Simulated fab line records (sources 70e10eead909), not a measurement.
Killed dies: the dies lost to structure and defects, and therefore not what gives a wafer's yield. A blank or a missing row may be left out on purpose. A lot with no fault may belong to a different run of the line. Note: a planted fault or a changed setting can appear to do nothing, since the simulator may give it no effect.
fab line records | flow nand_harc
[record] lots = 14 wafers = 42 last_day = 24
route steps=1159 shown P_GATE@209 P_CONTACT@229
lots with no fault: from the same line, run without faults
start_h: hours from the record's first day to the start of the lot's first wafer shown | wait_h: how many hours have passed since the lot's step before this one | " same as the row above | L1.1+2: several wafers, shown together as one row | - no value, or no start given | * or withheld: withheld | < > ~ a bound
route shown NAME@n: names a module that has steps shown in the file, with the first one's number in the route | usual: mean/standard deviation taken from wafers without a fault | same: alike in all rows | chamber/n: place in a boat | sites: per-site readings | _std_site: their standard deviation | _edge_site: mean of outer sites minus mean of inner sites | radius_mm: how far each site lies from the wafer's centre | mask NAME#n: copy n | behind: the last tool/chamber to shape the wafer | hold: reason for holding the lot/hours on hold/outcome of the hold | device: names the non-switching transistor (n, p or np) | end of line: the tests these same wafers got at the end of their route | a step with no rows: only its recipe | killed: the dies lost at the first sort to structure and to defects; this is not the yield of the wafer | map: the dies of a wafer, with x for killed, . for not killed, _ for no die there
set.NAME: the setting that was run; set.NAME@STEP: the one run at that earlier step | model.NAME: the simulator's own value behind a step, which no gauge read
steps of the route over a sample of lots; a table a step, a row a wafer
services: from which hour (start_h, from the record's first day; less than 0 if before it) a tool's chamber was out of use, for how many hours, and why
[[steps]]
[step NHARC_P_GATE_DEGAS_109]
[recipe] temp_c = 300 time_s = 60
[usual] heater_power_w = 474/31 susceptor_temp_C = 299.96/0.19
// columns lot.wafer tool chamber start_h wait_h heater_power_w susceptor_temp_C
L360.1 pvd_sputter-02 - 106.80 0.1 416 299.37
L360.4 " - " " 513 300.17
L360.5 " - " " 419 299.53
L361.2 pvd_sputter-02 - 112.56 0.1 513 300.26
L361.4 " - " " 422 299.71
L361.3 " - " " 479 299.99
L363.4 pvd_sputter-03 - 124.84 0.1 432 300.15
L363.1 " - " " 443 300.14
L363.5 " - " " 428 300.28
L365.1 pvd_sputter-03 - 135.56 0.1 491 299.94
L365.2 " - " " 486 299.78
L365.5 " - " " 425 299.79
L367.4 pvd_sputter-03 - 152.93 0.1 493 299.88
L367.2 " - " " 484 300.15
L367.5 " - " " 487 299.90
L368.2 pvd_sputter-03 - 153.94 0.1 498 300.32
L368.6 " - " " 429 299.91
L368.5 " - " " 493 300.44
L373.1 pvd_sputter-02 - 182.59 0.1 526 300.14
L373.4 " - " " 462 299.61
L373.6 " - " " 418 300.09
L375.2 pvd_sputter-01 - 199.63 0.1 505 299.90
L375.3 " - " " 505 299.56
L375.5 " - " " 512 299.62
L376.4 pvd_sputter-01 - 207.46 0.1 480 299.58
L376.1 " - " " 494 299.91
L376.3 " - " " 494 300.02
L377.4 pvd_sputter-03 - 207.65 0.1 482 299.94
L377.2 " - " " 458 299.98
L377.5 " - " " 453 299.82
L379.3 pvd_sputter-01 - 221.70 0.1 507 299.66
L379.4 " - " " 507 299.85
L379.2 " - " " 481 299.88
L380.3 pvd_sputter-01 - 221.98 0.1 472 299.74
L380.1 " - " " 524 300.00
L380.5 " - " " 487 299.72
L381.2 pvd_sputter-03 - 234.40 0.1 488 300.22
L381.3 " - " " 425 299.92
L381.5 " - " " 505 299.91
L383.2 pvd_sputter-01 - 240.08 0.1 522 299.82
L383.4 " - " " 495 299.98
L383.5 " - " " 490 300.14
[step NHARC_P_GATE_RTA_80]
[recipe] temp_c = 300 time_s = 30
[usual] anneal_temp_c_max = 301.4/0.43 wafer_temp_C_max = 301.2/0.3
// columns lot.wafer tool chamber start_h wait_h anneal_temp_c_max wafer_temp_C_max
L360.1 rtp_anneal-02 0 107.10 - 301.8 301.3
L360.4 " 0 " " 301.0 301.1
L360.5 " 0 " " 301.3 300.9
L361.2 rtp_anneal-02 0 112.89 - 301.7 301.3
L361.3 " 0 " " 301.6 301.0
L361.4 " 0 " " 301.6 301.3
L363.1 rtp_anneal-01 0 125.15 - 301.2 300.9
L363.4 " 0 " " 300.9 301.1
L363.5 " 0 " " 300.9 301.3
L365.1 rtp_anneal-02 0 135.93 - 301.0 301.8
L365.2 " 0 " " 301.3 301.3
L365.5 " 0 " " 301.8 301.3
L367.2 rtp_anneal-01 0 153.26 - 301.0 300.8
L367.4 " 0 " " 301.4 300.7
L367.5 " 0 " " 301.2 301.2
L368.2 rtp_anneal-02 0 154.30 - 302.0 301.0
L368.5 " 0 " " 301.5 301.3
L368.6 " 0 " " 302.2 301.9
L373.1 rtp_anneal-02 0 182.87 - 301.3 301.2
L373.4 " 0 " " 301.9 301.7
L373.6 " 0 " " 301.5 301.5
L375.2 rtp_anneal-01 0 200.05 - 301.6 301.1
L375.3 " 0 " " 301.4 301.3
L375.5 " 0 " " 300.9 301.6
L376.1 rtp_anneal-02 0 207.75 - 301.4 301.1
L376.3 " 0 " " 302.0 301.1
L376.4 " 0 " " 301.6 301.4
L377.2 rtp_anneal-01 0 207.99 - 301.1 301.0
L377.4 " 0 " " 301.6 300.9
L377.5 " 0 " " 301.0 301.5
L379.2 rtp_anneal-02 0 222.07 - 301.0 301.1
L379.3 " 0 " " 301.5 301.2
L379.4 " 0 " " 302.5 301.2
L380.1 rtp_anneal-02 0 222.40 - 301.8 301.4
L380.3 " 0 " " 301.6 301.7
L380.5 " 0 " " 301.6 301.2
L381.2 rtp_anneal-02 0 234.77 - 301.8 301.7
L381.3 " 0 " " 301.4 301.2
L381.5 " 0 " " 301.3 301.3
L383.2 rtp_anneal-01 0 240.40 - 300.7 301.0
L383.4 " 0 " " 300.5 300.9
L383.5 " 0 " " 301.0 301.3
[step NHARC_P_GATE_RTA_82]
[recipe] temp_c = 450 time_s = 30
[usual] anneal_temp_c_max = 452.3/0.68 lamp_power_pct = 3.78/0.058 wafer_temp_C_max = 451.9/0.42
// columns lot.wafer tool chamber start_h wait_h anneal_temp_c_max lamp_power_pct wafer_temp_C_max
L360.1 rtp_anneal-02 0 107.55 - 452.9 3.74 452.5
L360.4 " 0 " " 452.6 3.74 451.8
L360.5 " 0 " " 452.4 3.74 452.5
L361.2 rtp_anneal-02 0 113.58 - 452.1 3.74 451.9
L361.3 " 0 " " 453.9 3.74 452.5
L361.4 " 0 " " 453.2 3.74 452.0
L363.1 rtp_anneal-02 0 125.61 - 454.1 3.74 452.3
L363.4 " 0 " " 452.2 3.74 451.3
L363.5 " 0 " " 453.4 3.74 451.6
L365.1 rtp_anneal-01 0 136.54 - 451.9 3.87 451.6
L365.2 " 0 " " 451.8 3.86 451.4
L365.5 " 0 " " 452.3 3.86 451.7
L367.2 rtp_anneal-01 0 153.84 - 451.8 3.86 451.0
L367.4 " 0 " " 451.5 3.86 451.5
L367.5 " 0 " " 451.5 3.86 452.0
L368.2 rtp_anneal-01 0 154.77 - 451.6 3.86 450.9
L368.5 " 0 " " 451.5 3.86 451.5
L368.6 " 0 " " 451.3 3.86 451.8
L373.1 rtp_anneal-02 0 183.34 - 452.9 3.74 451.8
L373.4 " 0 " " 452.9 3.74 451.4
L373.6 " 0 " " 452.5 3.74 452.6
L375.2 rtp_anneal-01 0 200.71 - 451.2 3.86 451.7
L375.3 " 0 " " 451.2 3.85 451.6
L375.5 " 0 " " 451.5 3.85 451.9
L376.1 rtp_anneal-02 0 208.21 - 452.3 3.74 451.5
L376.3 " 0 " " 452.8 3.74 452.3
L376.4 " 0 " " 453.0 3.74 451.8
L377.2 rtp_anneal-02 0 208.45 - 452.8 3.74 452.2
L377.4 " 0 " " 451.9 3.74 451.8
L377.5 " 0 " " 452.0 3.74 451.1
L379.2 rtp_anneal-01 0 222.58 - 451.2 3.86 451.8
L379.3 " 0 " " 451.5 3.86 452.2
L379.4 " 0 " " 451.9 3.86 451.8
L380.1 rtp_anneal-02 0 222.87 - 452.7 3.75 452.8
L380.3 " 0 " " 453.4 3.74 451.6
L380.5 " 0 " " 452.0 3.73 452.0
L381.2 rtp_anneal-02 0 235.37 - 452.7 3.74 452.2
L381.3 " 0 " " 452.0 3.74 451.8
L381.5 " 0 " " 453.3 3.74 452.3
L383.2 rtp_anneal-01 0 240.86 - 451.5 3.85 451.7
L383.4 " 0 " " 451.8 3.86 452.3
L383.5 " 0 " " 451.9 3.86 452.0
[step NHARC_P_CONTACT_EXPOSE_09]
[recipe] na = 1.35 target_cd_nm = 90 dose_mj = 81.26 mask_id = P_CA
[usual] exposure_dose_mJ_cm2 = 81.19/0.082 focus_offset_nm = -0.1/0.51 stage_vel_mm_s = 499.98/0.22
// columns lot.wafer tool chamber start_h wait_h mask exposure_dose_mJ_cm2 focus_offset_nm stage_vel_mm_s
L360.1 arfi_scanner-01 0 109.63 - P_CA#0 81.03 0.0 500.10
L360.4 " 0 " " P_CA#0 81.08 -0.1 499.72
L360.5 " 0 " " P_CA#0 81.11 -0.3 499.82
L361.2 arfi_scanner-02 0 115.23 - P_CA#0 81.06 -0.5 499.73
L361.3 " 0 " " P_CA#0 81.09 -0.7 499.69
L361.4 " 0 " " P_CA#0 81.16 -0.5 499.70
L363.1 arfi_scanner-02 0 127.30 - P_CA#0 81.15 1.0 499.76
L363.4 " 0 " " P_CA#0 81.12 0.2 499.79
L363.5 " 0 " " P_CA#0 81.05 1.3 499.85
L365.1 arfi_scanner-02 0 138.26 - P_CA#0 81.22 0.3 500.11
L365.2 " 0 " " P_CA#0 81.17 0.5 499.80
L365.5 " 0 " " P_CA#0 81.28 0.3 499.97
L367.2 arfi_scanner-02 - 155.49 - P_CA#0 - - -
L367.4 " - " " P_CA#0 - - -
L367.5 " - " " P_CA#0 - - -
L368.2 arfi_scanner-01 - 156.42 - P_CA#0 - - -
L368.5 " - " " P_CA#0 - - -
L368.6 " - " " P_CA#0 - - -
L373.1 arfi_scanner-01 0 185.01 - P_CA#0 81.11 0.8 500.15
L373.4 " 0 " " P_CA#0 81.07 0.4 500.11
L373.6 " 0 " " P_CA#0 81.18 0.7 500.20
L375.2 arfi_scanner-03 0 202.41 - P_CA#0 81.29 0.4 499.61
L375.3 " 0 " " P_CA#0 81.13 -0.3 499.69
L375.5 " 0 " " P_CA#0 81.20 0.6 499.74
L376.1 arfi_scanner-01 0 209.88 - P_CA#0 81.26 -1.0 499.79
L376.3 " 0 " " P_CA#0 81.25 0.0 499.97
L376.4 " 0 " " P_CA#0 81.32 -0.5 499.94
L377.2 arfi_scanner-02 0 210.12 - P_CA#0 81.18 0.1 499.85
L377.4 " 0 " " P_CA#0 81.23 -0.4 499.85
L377.5 " 0 " " P_CA#0 81.28 0.3 500.04
L379.2 arfi_scanner-03 0 224.19 - P_CA#0 81.31 0.0 499.97
L379.3 " 0 " " P_CA#0 81.35 -0.2 500.11
L379.4 " 0 " " P_CA#0 81.26 0.4 500.11
L380.1 arfi_scanner-01 0 224.59 - P_CA#0 81.11 -0.3 499.91
L380.3 " 0 " " P_CA#0 81.23 0.2 500.02
L380.5 " 0 " " P_CA#0 81.28 -0.2 500.08
L381.2 arfi_scanner-02 0 237.03 - P_CA#0 81.15 -0.8 499.98
L381.3 " 0 " " P_CA#0 81.02 -0.4 499.83
L381.5 " 0 " " P_CA#0 81.20 -0.6 500.04
L383.2 arfi_scanner-02 0 242.56 - P_CA#0 81.22 -0.1 499.72
L383.4 " 0 " " P_CA#0 81.14 -1.3 500.00
L383.5 " 0 " " P_CA#0 81.11 0.3 500.21
[[services]]
// columns tool chamber start_h hours kind
arfi_scanner-02 - 84.00 4.0 pm
arfi_scanner-01 - 100.71 2.0 repair
pvd_sputter-03 - 102.00 10.0 pm
pvd_sputter-03 - 117.59 1.5 repair
arfi_scanner-02 0 121.21 - calibration
arfi_scanner-03 - 122.45 1.4 repair
arfi_scanner-03 - 140.00 4.0 pm
arfi_scanner-01 - 144.35 1.7 repair
arfi_scanner-01 - 149.28 1.3 repair
pvd_sputter-03 - 155.92 2.0 repair
pvd_sputter-01 - 158.17 10.0 pm
arfi_scanner-03 0 160.29 - calibration
arfi_scanner-02 - 173.27 10.3 repair
arfi_scanner-01 - 196.99 4.0 pm
arfi_scanner-01 0 210.03 - calibration
arfi_scanner-01 - 210.56 1.2 repair
pvd_sputter-03 - 215.16 12.0 repair
pvd_sputter-02 - 218.80 2.2 repair
pvd_sputter-02 - 222.76 4.5 repair
[[key]]
[first_sign] step = NHARC_P_CONTACT_EXPOSE_09 reading = tool_record direction = missing
effect none on later readings
met_at NHARC_P_CONTACT_EXPOSE_09
struck_lots L367,L368
later_rows_left_out L367.2,L367.4,L367.5,L368.2,L368.5,L368.6
sort_left_out L367.2,L367.4,L367.5,L368.2,L368.5,L368.6
tester_left_out L367,L368
not_acting_at NHARC_P_GATE_DEGAS_109,NHARC_P_GATE_RTA_80,NHARC_P_GATE_RTA_82
onset_between 138.26 155.49
[fault] kind = skipped_step_whole tool = arfi_scanner-01,arfi_scanner-02 chamber = - onset_h = 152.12 steps = NHARC_P_CONTACT_EXPOSE_09 scope = struck_lots_only
// tester_left_out: of these lots the tester's yield and bins aren't shown, on N5 and GAA mostly nor the transistor test; their killed dies are dies lost to structure and defects alone, not to doping, threshold or leakage, so they don't give the yield
// sort_left_out: the simulated sort isn't trusted on such a fault, so these wafers' sort isn't shown, and their yield isn't known
// later_rows_left_out: the simulator's readings of these wafers behind a module that went badly wrong aren't trusted and aren't shown, but for the sort
